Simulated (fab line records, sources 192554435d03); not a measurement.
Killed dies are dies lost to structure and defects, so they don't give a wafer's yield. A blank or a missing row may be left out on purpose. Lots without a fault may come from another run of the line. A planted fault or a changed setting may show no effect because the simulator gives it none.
Problem report in the 8D (eight disciplines) form, filled by code | flow n5_finfet | the parts of the form that need people (team, actions taken, sign-off) are left out

1. THE PROBLEM
spin_speed_rpm at N5_HKMG_FIN_COAT_29 reads a mean of 1371.1 rpm on 6 wafers of 2 lots; wafers without a fault read 1500.2 rpm with a standard deviation of 1.1. That is -99 or more standard deviations from the usual mean.
The step: time 60 s, resist thk 300 nm.
First seen on wafer L433.1, day 7 07:47, on litho_track-02. The record holds 27 wafers of 9 lots with a number at this step. Rule for "out", or "out of limits": more than 4 standard deviations from the usual mean. The other wafers with a number count as sound.

2. WHAT IT IS AND WHAT IT IS NOT
question                    | is                     | is not
which readings at this step | spin_speed_rpm         | heater_power_total_W
which lots                  | L433, L436             | L423, L427, L428, L438, L441, L443, L444
which wafers of those lots  | all that have a number | -
read on which tools         | litho_track-02         | litho_track-01, litho_track-05
when                        | from day 7 07:47       | up to then (9 sound wafers); but 12 sound wafers of L438, L441, L443, L444 came after

3. SUSPECTS, AND WHAT RULES EACH OUT
Counting: a tool at a process step up to the reading stays a suspect if it ran every lot that is out and no sound lot after the first of them.
- ald_metal-04 at N5_HKMG_FIN_ALD_36 (deposits TiN, target thk 1 nm, pulse time 1 s, purge time 3 s): kept. It ran every lot that is out, first L433 (day 7 06:59), and no sound lot after that; its last sound lot up to then is L427 (day 5 14:38).
- litho_track-02 at N5_HKMG_FIN_COAT_29 (time 60 s, resist thk 300 nm): kept. It ran every lot that is out, first L433 (day 7 07:47), and no sound lot after that; its last sound lot up to then is L427 (day 5 15:26). Its own readings are out on those wafers: spin_speed_rpm.
Left after counting: ald_metal-04 at N5_HKMG_FIN_ALD_36, litho_track-02 at N5_HKMG_FIN_COAT_29.

4. THE CAUSE (what the simulator had put in)
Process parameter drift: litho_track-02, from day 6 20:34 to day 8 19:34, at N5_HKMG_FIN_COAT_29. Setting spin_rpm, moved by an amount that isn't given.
Counting left 2 suspects, and this tool is among them.

5. THE CHAIN OF EFFECTS, in route order
Each row: a reading whose mean over the struck wafers that have a number lies more than 3 standard deviations from the usual. Only readings for which the record gives a usual standard deviation are gone through. hours: the time from each lot's start at the first step in this table that gives one to its start at this step, as a median over the lots. sigmas: the change in usual standard deviations.
hours | step                | reading        | usual      | on struck wafers | change | sigmas
0     | N5_HKMG_FIN_COAT_29 | spin_speed_rpm | 1500.2 rpm | 1371.1           | -129.1 | -99 or more
The process steps in it:
- N5_HKMG_FIN_COAT_29: time 60 s, resist thk 300 nm.
Later measuring or inspecting steps at which every struck wafer that the step has a row for has a number for every such reading, and none has moved that far: N5_BEOL_M4_RC_MEAS_101.

6. WHAT WOULD HAVE CAUGHT IT SOONER
In this record the first reading out of limits was taken at day 7 07:47, 11 hours after the fault began at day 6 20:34.
